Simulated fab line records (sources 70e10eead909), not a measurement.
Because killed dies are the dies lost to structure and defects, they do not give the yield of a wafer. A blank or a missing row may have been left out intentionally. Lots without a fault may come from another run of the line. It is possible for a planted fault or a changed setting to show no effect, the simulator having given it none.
fab line records	flow nand-harc
[record] lots = 7	wafers = 21	last-day = 24
route steps=1159 shown A_CONTACT@862 END@1159
lots with no fault: from the same line, run without faults
start-h: hours from the record's opening day to when the first of the lot's shown wafers began	wait-h: hours elapsed since this lot's preceding step	" repeats the value in the row above	L1.1+2: a single row standing in for several wafers	- value missing, or start not given	* or withheld: withheld	< > ~ a bound
route shown NAME@n: NAME is a module with steps in the file, n the number in the route of the first one	usual: mean/standard deviation taken from wafers without a fault	same: alike in all rows	chamber/n: place in a boat	sites: per-site readings	_std_site: their standard deviation	_edge_site: outer sites' mean less inner sites'	radius-mm: how far each site lies from the wafer's centre	mask NAME#n: copy n	behind: the most recent tool/chamber to have shaped the wafer	hold: cause of the lot's hold/its duration in hours/its outcome	device: transistor that didn't switch, given as n, p or np	end of line: the route-end tests of the same wafers	for a step that has no rows: nothing shown but its recipe	killed: not the wafer's yield, but the dies lost to structure and defects at the first sort	map: the dies of a wafer, with x for killed, . for not killed, _ for no die there
set.NAME: the setting as run; set.NAME@STEP: as run at that earlier step	model.NAME: the simulator's own value behind a step, which no gauge read
a table for each step, a row for each wafer; lots at some steps of the route
[[steps]]
[step NHARC_A_CONTACT_ETCH_111]
[recipe] source-w = withheld	pressure-mtorr = 20	bias-v = withheld	time-s = 140	target-depth-a = 7000	ar-flow-sccm = withheld	c4f8-flow-sccm = withheld	o2-flow-sccm = withheld	chemistry = C4F8/O2/Ar
[step NHARC_A_CONTACT_ETCH_112]
[recipe] source-w = withheld	pressure-mtorr = 20	bias-v = 3000	time-s = 94	target-depth-a = 9220	ar-flow-sccm = withheld	c4f8-flow-sccm = withheld	o2-flow-sccm = withheld	chemistry = C4F8/O2/Ar
[step NHARC_A_CONTACT_ETCH_113]
[recipe] source-w = withheld	pressure-mtorr = 20	bias-v = 3000	time-s = 94	target-depth-a = 9220	ar-flow-sccm = withheld	c4f8-flow-sccm = withheld	o2-flow-sccm = withheld	chemistry = C4F8/O2/Ar
[usual] chamber-pressure-mTorr = 19.998/0.017	oes-air-line-au = 1.003/0.021
[same] time-s = 94
lot.wafer	tool	chamber	start-h	wait-h	chamber-pressure-mTorr	oes-air-line-au	rf-hours-counter-h
L460.1	har-cap-etch-01	1	393.94	0.1	20.007	1.045	59
L460.3	"	0	"	"	20.016	1.017	-
L460.6	"	1	"	"	19.985	1.014	-
L462.1	har-cap-etch-02	0	403.58	0.1	19.986	1.021	13
L462.2	"	1	"	"	20.017	1.004	13
L462.3	"	1	"	"	19.992	1.019	-
L463.2	har-cap-etch-01	0	411.41	0.1	20.014	0.957	63
L463.4	"	1	"	"	19.975	1.002	-
L463.5	"	1	"	"	20.012	0.976	-
L464.3	har-cap-etch-02	0	413.47	0.1	20.022	0.975	-
L464.6	"	1	"	"	20.006	0.990	-
L464.5	"	0	"	"	19.975	0.990	-
L473.2	har-cap-etch-01	0	476.60	0.1	19.980	1.026	75
L473.3	"	0	"	"	20.003	1.010	-
L473.6	"	0	"	"	19.987	1.015	-
L476.1	har-cap-etch-02	1	484.46	0.1	20.008	1.001	29
L476.3	"	1	"	"	19.994	1.009	-
L476.6	"	1	"	"	20.007	0.999	-
L477.2	har-cap-etch-02	1	491.81	0.1	19.992	1.007	31
L477.3	"	0	"	"	20.005	1.033	-
L477.6	"	1	"	"	19.998	1.012	-
[step NHARC_A_CONTACT_ETCH_114]
[recipe] source-w = withheld	pressure-mtorr = 20	bias-v = 3000	time-s = 94	target-depth-a = 9220	ar-flow-sccm = withheld	c4f8-flow-sccm = withheld	o2-flow-sccm = withheld	chemistry = C4F8/O2/Ar
[step NHARC_A_CONTACT_ETCH_115]
[recipe] source-w = withheld	pressure-mtorr = 20	bias-v = 3000	time-s = 94	target-depth-a = 9220	ar-flow-sccm = withheld	c4f8-flow-sccm = withheld	o2-flow-sccm = withheld	chemistry = C4F8/O2/Ar
[step NHARC_A_CONTACT_ETCH_116]
[recipe] source-w = withheld	pressure-mtorr = 20	bias-v = 3000	time-s = 94	target-depth-a = 9220	ar-flow-sccm = withheld	c4f8-flow-sccm = withheld	o2-flow-sccm = withheld	chemistry = C4F8/O2/Ar
[step NHARC_A_CONTACT_ETCH_117]
[recipe] source-w = withheld	pressure-mtorr = 20	bias-v = 3000	time-s = 94	target-depth-a = 9220	ar-flow-sccm = withheld	c4f8-flow-sccm = withheld	o2-flow-sccm = withheld	chemistry = C4F8/O2/Ar
[usual] chamber-pressure-mTorr = 19.999/0.026	oes-air-line-au = 0.999/0.022
[same] time-s = 94
lot.wafer	tool	chamber	start-h	wait-h	chamber-pressure-mTorr	oes-air-line-au	rf-hours-counter-h
L460.1	har-cap-etch-01	1	394.30	0.1	20.027	0.995	59
L460.3	"	0	"	"	19.995	1.002	-
L460.6	"	1	"	"	20.008	0.996	-
L462.1	har-cap-etch-02	0	403.94	0.1	19.987	0.992	13
L462.2	"	1	"	"	19.973	0.994	13
L462.3	"	1	"	"	19.991	1.010	-
L463.2	har-cap-etch-01	0	411.77	0.1	19.775	0.998	63
L463.4	"	1	"	"	20.008	0.994	-
L463.5	"	1	"	"	19.957	0.972	-
L464.3	har-cap-etch-02	0	413.84	0.1	19.996	0.984	-
L464.6	"	1	"	"	20.055	1.061	-
L464.5	"	0	"	"	20.011	0.980	-
L473.2	har-cap-etch-01	0	476.97	0.1	20.015	0.991	76
L473.3	"	0	"	"	20.029	1.022	-
L473.6	"	0	"	"	19.978	1.000	-
L476.1	har-cap-etch-02	1	484.82	0.1	20.000	1.000	29
L476.3	"	1	"	"	20.007	0.966	-
L476.6	"	1	"	"	19.978	0.997	-
L477.2	har-cap-etch-02	1	492.17	0.1	19.997	1.013	31
L477.3	"	0	"	"	19.978	1.042	-
L477.6	"	1	"	"	19.989	1.031	-
[step NHARC_A_CONTACT_ETCH_118]
[recipe] source-w = withheld	pressure-mtorr = 20	bias-v = 3000	time-s = 94	target-depth-a = 9220	ar-flow-sccm = withheld	c4f8-flow-sccm = withheld	o2-flow-sccm = withheld	chemistry = C4F8/O2/Ar
[usual] chamber-pressure-mTorr = 20.001/0.017	oes-air-line-au = 0.997/0.02
[same] time-s = 94
lot.wafer	tool	chamber	start-h	wait-h	chamber-pressure-mTorr	oes-air-line-au	rf-hours-counter-h
L460.1	har-cap-etch-01	1	394.39	0.1	19.976	1.001	59
L460.3	"	0	"	"	20.023	1.015	-
L460.6	"	1	"	"	20.014	0.979	-
L462.1	har-cap-etch-02	0	404.04	0.1	20.008	1.003	13
L462.2	"	1	"	"	19.974	1.033	13
L462.3	"	1	"	"	20.011	0.994	-
L463.2	har-cap-etch-01	0	411.86	0.1	20.003	0.995	63
L463.4	"	1	"	"	19.991	1.013	-
L463.5	"	1	"	"	20.006	1.014	-
L464.3	har-cap-etch-02	0	413.93	0.1	20.001	0.999	-
L464.6	"	1	"	"	20.000	0.974	-
L464.5	"	0	"	"	20.006	0.991	-
L473.2	har-cap-etch-01	0	477.06	0.1	20.009	0.993	76
L473.3	"	0	"	"	20.016	1.016	-
L473.6	"	0	"	"	19.977	0.986	-
L476.1	har-cap-etch-02	1	484.91	0.1	20.010	1.007	29
L476.3	"	1	"	"	20.004	0.988	-
L476.6	"	1	"	"	20.005	0.995	-
L477.2	har-cap-etch-02	1	492.26	0.1	20.005	1.004	31
L477.3	"	0	"	"	19.993	0.972	-
L477.6	"	1	"	"	20.034	0.997	-
[step NHARC_A_CONTACT_ETCH_119]
[recipe] source-w = withheld	pressure-mtorr = 20	bias-v = 3000	time-s = 94	target-depth-a = 9220	ar-flow-sccm = withheld	c4f8-flow-sccm = withheld	o2-flow-sccm = withheld	chemistry = C4F8/O2/Ar
[step NHARC_A_CONTACT_ETCH_120]
[recipe] source-w = withheld	pressure-mtorr = 20	bias-v = 3000	time-s = 94	target-depth-a = 9220	ar-flow-sccm = withheld	c4f8-flow-sccm = withheld	o2-flow-sccm = withheld	chemistry = C4F8/O2/Ar
[usual] chamber-pressure-mTorr = 20.000/0.019	oes-air-line-au = 0.999/0.018
[same] time-s = 94
lot.wafer	tool	chamber	start-h	wait-h	chamber-pressure-mTorr	oes-air-line-au	rf-hours-counter-h
L460.1	har-cap-etch-01	1	394.57	0.1	19.995	1.011	60
L460.3	"	0	"	"	19.984	0.987	-
L460.6	"	1	"	"	19.983	0.965	-
L462.1	har-cap-etch-02	0	404.22	0.1	19.983	0.969	13
L462.2	"	1	"	"	19.969	0.999	13
L462.3	"	1	"	"	19.998	1.013	-
L463.2	har-cap-etch-01	0	412.04	0.1	19.984	0.988	63
L463.4	"	1	"	"	19.996	0.981	-
L463.5	"	1	"	"	20.032	0.986	-
L464.3	har-cap-etch-02	0	414.11	0.1	19.972	0.993	-
L464.6	"	1	"	"	20.009	0.985	-
L464.5	"	0	"	"	20.015	1.008	-
L473.2	har-cap-etch-01	0	477.24	0.1	20.033	1.029	76
L473.3	"	0	"	"	20.016	1.000	-
L473.6	"	0	"	"	20.013	1.012	-
L476.1	har-cap-etch-02	1	485.09	0.1	20.012	0.970	29
L476.3	"	1	"	"	19.983	0.991	-
L476.6	"	1	"	"	19.970	1.040	-
L477.2	har-cap-etch-02	1	492.44	0.1	19.993	1.028	31
L477.3	"	0	"	"	20.008	0.999	-
L477.6	"	1	"	"	19.969	0.994	-
[step NHARC_A_CONTACT_ETCH_121]
[recipe] source-w = withheld	pressure-mtorr = 20	bias-v = 3000	time-s = 94	target-depth-a = 9220	ar-flow-sccm = withheld	c4f8-flow-sccm = withheld	o2-flow-sccm = withheld	chemistry = C4F8/O2/Ar
[usual] chamber-pressure-mTorr = 20.001/0.02	oes-air-line-au = 0.995/0.02
[same] time-s = 94
lot.wafer	tool	chamber	start-h	wait-h	chamber-pressure-mTorr	oes-air-line-au	rf-hours-counter-h
L460.1	har-cap-etch-01	1	394.66	0.1	19.994	0.997	60
L460.3	"	0	"	"	20.005	1.024	-
L460.6	"	1	"	"	20.001	1.011	-
L462.1	har-cap-etch-02	0	404.31	0.1	20.007	1.031	13
L462.2	"	1	"	"	20.038	0.997	13
L462.3	"	1	"	"	19.991	0.982	-
L463.2	har-cap-etch-01	0	412.13	0.1	20.038	0.966	64
L463.4	"	1	"	"	19.987	0.984	-
L463.5	"	1	"	"	20.028	1.005	-
L464.3	har-cap-etch-02	0	414.20	0.1	19.970	0.981	-
L464.6	"	1	"	"	19.981	0.958	-
L464.5	"	0	"	"	20.007	1.015	-
L473.2	har-cap-etch-01	0	477.33	0.1	20.013	1.058	76
L473.3	"	0	"	"	20.025	1.008	-
L473.6	"	0	"	"	20.033	1.007	-
L476.1	har-cap-etch-02	1	485.18	0.1	19.993	0.984	29
L476.3	"	1	"	"	19.992	0.986	-
L476.6	"	1	"	"	19.975	0.977	-
L477.2	har-cap-etch-02	1	492.54	0.1	19.977	0.986	31
L477.3	"	0	"	"	20.012	1.003	-
L477.6	"	1	"	"	20.026	1.002	-
[step NHARC_A_CONTACT_ETCH_122]
[recipe] source-w = withheld	pressure-mtorr = 20	bias-v = 3000	time-s = 95	target-depth-a = 9300	ar-flow-sccm = withheld	c4f8-flow-sccm = withheld	o2-flow-sccm = withheld	chemistry = C4F8/O2/Ar
[step NHARC_A_CONTACT_ETCH_123]
[recipe] source-w = withheld	pressure-mtorr = 20	bias-v = 400	time-s = 253	target-depth-a = 10900	ar-flow-sccm = withheld	c4f8-flow-sccm = 11.5	o2-flow-sccm = 7.2	chemistry = C4F8/O2/Ar
[usual] chamber-pressure-mTorr = 20.001/0.016	oes-air-line-au = 1.001/0.021	time-s = 253/0
lot.wafer	tool	chamber	start-h	wait-h	chamber-pressure-mTorr	oes-air-line-au	rf-hours-counter-h	time-s
L460.1	har-cap-etch-01	1	394.88	0.1	20.018	1.024	60	253
L460.3	"	0	"	"	20.024	1.002	-	253
L460.6	"	1	"	"	19.968	1.004	-	253
L462.1	har-cap-etch-02	0	404.49	0.1	-	-	-	-
L462.2	"	1	"	"	-	-	-	-
L462.3	"	1	"	"	-	-	-	-
L463.2	har-cap-etch-01	0	412.32	0.1	-	-	-	-
L463.4	"	1	"	"	-	-	-	-
L463.5	"	1	"	"	-	-	-	-
L464.3	har-cap-etch-02	0	414.50	0.2	-	-	-	-
L464.6	"	1	"	"	-	-	-	-
L464.5	"	0	"	"	-	-	-	-
L473.2	har-cap-etch-01	0	477.55	0.1	20.001	1.002	76	253
L473.3	"	0	"	"	19.988	1.010	-	253
L473.6	"	0	"	"	19.997	1.045	-	253
L476.1	har-cap-etch-02	1	485.37	0.1	20.003	1.029	29	253
L476.3	"	1	"	"	19.987	0.989	-	253
L476.6	"	1	"	"	20.005	1.031	-	253
L477.2	har-cap-etch-02	1	492.75	0.1	20.015	1.031	31	253
L477.3	"	0	"	"	19.996	1.004	-	253
L477.6	"	1	"	"	20.013	1.039	-	253
[step NHARC_A_CONTACT_ETCH_90]
[recipe] target-depth-a = 400	over-etch-frac = 0.5	time-s = 85.7	ion-energy-ev = 120	ch3f-flow-sccm = 50	o2-flow-sccm = 30	ar-flow-sccm = 200	rf-w = 500	bias-w = 100	chemistry = CH3F/O2
[step NHARC_END_SORT_01]
[recipe] temp-c = 25
[usual] killed-at-array = 27/8.8	killed-at-other = 0.4/0.82	killed-at-periphery = 3.1/2.1	killed-dies = 31/8.8	killed-open = 3.3/2	killed-short = 2.0/1.4
[same] gross-dies = 677
lot.wafer	tool	chamber	start-h	wait-h	killed-at-array	killed-at-other	killed-at-periphery	killed-dies	killed-open	killed-short
L462.1	prober-02	0	475.57	2.5	675	0	2	677	3	0
L462.2	prober-02	0	476.37	2.8	676	0	1	677	4	2
L462.3	prober-02	0	477.17	3.1	671	2	4	677	10	0
L463.2	prober-02	0	484.16	2.8	677	0	0	677	1	4
L463.4	prober-02	0	485.77	3.4	676	0	1	677	1	4
L463.5	prober-02	0	486.58	3.7	677	0	0	677	2	2
L464.3	prober-01	0	491.79	3.1	676	0	1	677	2	3
L464.5	prober-01	0	493.35	3.6	674	0	3	677	6	2
L464.6	prober-01	0	494.13	3.9	677	0	0	677	3	5
L473.3	prober-02	0	547.60	3.1	31	1	4	36	7	3
L473.6	prober-02	0	549.99	4.0	26	2	0	28	3	4
// killed by level:class
L462.1 A_CONTACT:area-etch=656 A_CHANNEL_HOLE_D1:chamber-film-flake=10 A_CHANNEL_FILL_D1:chamber-film-flake=3 A_CONTACT:chamber-film-flake=3 P_CONTACT:geometric-particle:open=1 A_SOURCE_PLATE:geometric-particle:open=1 A_WL_FILL:geometric-particle:open=1 P_ZERO_WELL:chamber-film-flake=1
L462.2 A_CONTACT:area-etch=644 A_CHANNEL_HOLE_D1:chamber-film-flake=15 A_STAIRCASE:chamber-film-flake=5 A_M1:chamber-film-flake=4 A_ONON_D1:geometric-particle:open=2 A_CONTACT:chamber-film-flake=2 A_CHANNEL_FILL_D1:geometric-particle:short=1 A_WL_FILL:geometric-particle:short=1
L462.3 A_CONTACT:area-etch=639 A_CHANNEL_HOLE_D1:chamber-film-flake=15 A_STAIRCASE:chamber-film-flake=5 A_CONTACT:chamber-film-flake=3 A_M1:chamber-film-flake=3 P_M0:geometric-particle:open=2 P_CONTACT:geometric-particle:open=1 A_ONON_D1:geometric-particle:open=1
L463.2 A_CONTACT:area-etch=648 A_CHANNEL_HOLE_D1:chamber-film-flake=13 A_STAIRCASE:chamber-film-flake=7 A_CONTACT:chamber-film-flake=2 A_SGD_CUT:geometric-particle:short=1 A_WL_FILL:geometric-particle:short=1 A_CONTACT:geometric-particle:short=1 A_CONTACT:geometric-particle:open=1
L463.4 A_CONTACT:area-etch=646 A_CHANNEL_HOLE_D1:chamber-film-flake=19 A_STAIRCASE:chamber-film-flake=6 A_SOURCE_PLATE:geometric-particle:short=1 A_STAIRCASE:geometric-particle:short=1 A_SGD_CUT:geometric-particle:short=1 A_WL_FILL:geometric-particle:open=1 A_CONTACT:geometric-particle:short=1
L463.5 A_CONTACT:area-etch=648 A_CHANNEL_HOLE_D1:chamber-film-flake=15 A_STAIRCASE:chamber-film-flake=7 A_CONTACT:chamber-film-flake=2 A_CHANNEL_FILL_D1:geometric-particle:short=1 A_STAIRCASE:geometric-particle:short=1 A_SGD_CUT:geometric-particle:open=1 A_WL_FILL:geometric-particle:open=1
L464.3 A_CONTACT:area-etch=648 A_SLIT:chamber-film-flake=11 A_SGD_CUT:chamber-film-flake=4 A_STAIRCASE:chamber-film-flake=4 A_CHANNEL_HOLE_D1:chamber-film-flake=2 A_CONTACT:chamber-film-flake=2 P_CONTACT:geometric-particle:short=1 A_ONON_D1:geometric-particle:short=1
L464.5 A_CONTACT:area-etch=636 A_SLIT:chamber-film-flake=15 A_CHANNEL_HOLE_D1:chamber-film-flake=7 A_CONTACT:chamber-film-flake=5 P_CONTACT:geometric-particle:short=2 A_WL_FILL:geometric-particle:open=2 A_CHANNEL_FILL_D1:chamber-film-flake=2 P_GATE:geometric-particle:open=1
L464.6 A_CONTACT:area-etch=646 A_SLIT:chamber-film-flake=12 A_CHANNEL_HOLE_D1:chamber-film-flake=4 A_CONTACT:chamber-film-flake=3 A_ONON_D1:geometric-particle:short=2 A_SOURCE_PLATE:geometric-particle:open=1 A_ONON_D1:geometric-particle:open=1 A_WL_FILL:geometric-particle:short=1
L473.3 A_SLIT:chamber-film-flake=12 A_CHANNEL_HOLE_D1:chamber-film-flake=5 A_CONTACT:chamber-film-flake=3 P_GATE:chamber-film-flake=2 A_CHANNEL_FILL_D1:chamber-film-flake=2 P_CONTACT:geometric-particle:open=1 P_M0:geometric-particle:open=1 A_SOURCE_PLATE:geometric-particle:open=1
L473.6 A_SLIT:chamber-film-flake=10 A_CHANNEL_HOLE_D1:chamber-film-flake=7 A_STAIRCASE:chamber-film-flake=2 A_CONTACT:chamber-film-flake=2 A_ONON_D1:geometric-particle:open=1 A_ONON_D1:geometric-particle:short=1 A_CHANNEL_FILL_D1:geometric-particle:short=1 A_WL_FILL:geometric-particle:open=1
// map L462.1 (x killed, . not)
____________x____________
_________xxxxxxx_________
_______xxxxxxxxxxx_______
______xxxxxxxxxxxxx______
_____xxxxxxxxxxxxxxx_____
____xxxxxxxxxxxxxxxxx____
____xxxxxxxxxxxxxxxxx____
___xxxxxxxxxxxxxxxxxxx___
___xxxxxxxxxxxxxxxxxxx___
__xxxxxxxxxxxxxxxxxxxxx__
__xxxxxxxxxxxxxxxxxxxxx__
_xxxxxxxxxxxxxxxxxxxxxxx_
_xxxxxxxxxxxxxxxxxxxxxxx_
_xxxxxxxxxxxxxxxxxxxxxxx_
_xxxxxxxxxxxxxxxxxxxxxxx_
_xxxxxxxxxxxxxxxxxxxxxxx_
xxxxxxxxxxxxxxxxxxxxxxxxx
xxxxxxxxxxxxxxxxxxxxxxxxx
xxxxxxxxxxxxxxxxxxxxxxxxx
xxxxxxxxxxxxxxxxxxxxxxxxx
xxxxxxxxxxxxxxxxxxxxxxxxx
_xxxxxxxxxxxxxxxxxxxxxxx_
_xxxxxxxxxxxxxxxxxxxxxxx_
_xxxxxxxxxxxxxxxxxxxxxxx_
_xxxxxxxxxxxxxxxxxxxxxxx_
_xxxxxxxxxxxxxxxxxxxxxxx_
__xxxxxxxxxxxxxxxxxxxxx__
__xxxxxxxxxxxxxxxxxxxxx__
___xxxxxxxxxxxxxxxxxxx___
___xxxxxxxxxxxxxxxxxxx___
____xxxxxxxxxxxxxxxxx____
____xxxxxxxxxxxxxxxxx____
_____xxxxxxxxxxxxxxx_____
______xxxxxxxxxxxxx______
_______xxxxxxxxxxx_______
_________xxxxxxx_________
____________x____________
// map L463.2 (x killed, . not)
____________x____________
_________xxxxxxx_________
_______xxxxxxxxxxx_______
______xxxxxxxxxxxxx______
_____xxxxxxxxxxxxxxx_____
____xxxxxxxxxxxxxxxxx____
____xxxxxxxxxxxxxxxxx____
___xxxxxxxxxxxxxxxxxxx___
___xxxxxxxxxxxxxxxxxxx___
__xxxxxxxxxxxxxxxxxxxxx__
__xxxxxxxxxxxxxxxxxxxxx__
_xxxxxxxxxxxxxxxxxxxxxxx_
_xxxxxxxxxxxxxxxxxxxxxxx_
_xxxxxxxxxxxxxxxxxxxxxxx_
_xxxxxxxxxxxxxxxxxxxxxxx_
_xxxxxxxxxxxxxxxxxxxxxxx_
xxxxxxxxxxxxxxxxxxxxxxxxx
xxxxxxxxxxxxxxxxxxxxxxxxx
xxxxxxxxxxxxxxxxxxxxxxxxx
xxxxxxxxxxxxxxxxxxxxxxxxx
xxxxxxxxxxxxxxxxxxxxxxxxx
_xxxxxxxxxxxxxxxxxxxxxxx_
_xxxxxxxxxxxxxxxxxxxxxxx_
_xxxxxxxxxxxxxxxxxxxxxxx_
_xxxxxxxxxxxxxxxxxxxxxxx_
_xxxxxxxxxxxxxxxxxxxxxxx_
__xxxxxxxxxxxxxxxxxxxxx__
__xxxxxxxxxxxxxxxxxxxxx__
___xxxxxxxxxxxxxxxxxxx___
___xxxxxxxxxxxxxxxxxxx___
____xxxxxxxxxxxxxxxxx____
____xxxxxxxxxxxxxxxxx____
_____xxxxxxxxxxxxxxx_____
______xxxxxxxxxxxxx______
_______xxxxxxxxxxx_______
_________xxxxxxx_________
____________x____________
[[key]]
[first-sign] step = NHARC_A_CONTACT_ETCH_123	reading = tool-record	direction = missing
[effect] step = NHARC_END_SORT_01	reading = killed-at-array	direction = up	sigmas = 73	usual = 27	struck = 675
[more-kills-born-at] NHARC_A_CONTACT_ETCH_123@har-cap-etch-02 = 3869	NHARC_A_CONTACT_ETCH_123@har-cap-etch-01 = 1940
met-at NHARC_A_CONTACT_ETCH_123
struck-wafers L462.1,L462.2,L462.3,L463.2,L463.4,L463.5,L464.3,L464.5,L464.6
later-rows-left-out L462.1,L462.2,L462.3,L463.2,L463.4,L463.5,L464.3,L464.5,L464.6
tester-left-out L462,L463,L464
onset-between 394.88 404.49
[fault] kind = skipped-step-whole	tool = har-cap-etch-01,har-cap-etch-02	chamber = -	onset-h = 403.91	steps = NHARC_A_CONTACT_ETCH_123	scope = struck-lots-only
// tester-left-out: of these lots the tester's yield and bins aren't shown, on N5 and GAA mostly nor the transistor test; their killed dies are dies lost to structure and defects alone, not to doping, threshold or leakage, so they don't give the yield
// later-rows-left-out: the simulator's readings of these wafers behind a module that went badly wrong aren't trusted and aren't shown, but for the sort
